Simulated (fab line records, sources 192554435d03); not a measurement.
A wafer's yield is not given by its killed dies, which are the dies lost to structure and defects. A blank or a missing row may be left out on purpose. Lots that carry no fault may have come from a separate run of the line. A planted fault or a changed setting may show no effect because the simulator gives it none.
Which tool was responsible?    flow n5-finfet    Sampling: 6 lots, 18 wafers, 2 of 1938 route steps

== WHAT THE GAUGES READ, wafer by wafer ==
N5_BEOL_M6_THK_MEAS_01.
lot   measured      on             M6_ILD_THK (nm)
L976  day 11 17:48  film-metro-02  154.7 154.5 156.7
L982  day 13 03:52  film-metro-02  154.4 158.8 158.7
L984  day 14 09:16  film-metro-01  155.4 158.4 158.3
L989  day 15 07:04  film-metro-01  154.9 154.5 157.5
L993  day 15 23:01  film-metro-02  156.0 159.3 156.7
L995  day 16 05:49  film-metro-01  153.6 155.7 159.7

== TOOL THAT RAN EACH LOT (tool first, then ch and the chambers of the sampled wafers, then the start) ==
lot   N5_BEOL_M5_DEP_56
L976  pecvd-02 ch 0,1,2, day 11 17:05
L982  pecvd-03 ch 1,2, day 13 03:09
L984  pecvd-03 ch 0,1, day 14 08:34
L989  pecvd-03 ch 1,2, day 15 06:22
L993  pecvd-04 ch 0,2, day 15 22:19
L995  pecvd-03 ch 0,2, day 16 05:07
- N5_BEOL_M5_DEP_56: deposits SiCN from 3MS/NH3, target thk 8 nm, time 14 s.

== THE ANSWER, worked out from the rows above alone ==
Rule: the lots themselves supply what counts as usual. The widest of any qualifying gaps counts: lots, ordered by their means at a reading, are off when they make up no more than a third of the lots, leave a main group of 4 or more, and stand apart from it by 3 or more times the standard deviation of that group's means. If all means in a main group match to the digits the tables above print for the reading, that group is not used. Also off: a lot with no number at a reading for which 4 or more lots have one. Any other lot the step has rows for is counted as sound.
No lot is off at any reading shown: from this, nothing can be told.

== WHAT THE SIMULATOR PUT IN ==
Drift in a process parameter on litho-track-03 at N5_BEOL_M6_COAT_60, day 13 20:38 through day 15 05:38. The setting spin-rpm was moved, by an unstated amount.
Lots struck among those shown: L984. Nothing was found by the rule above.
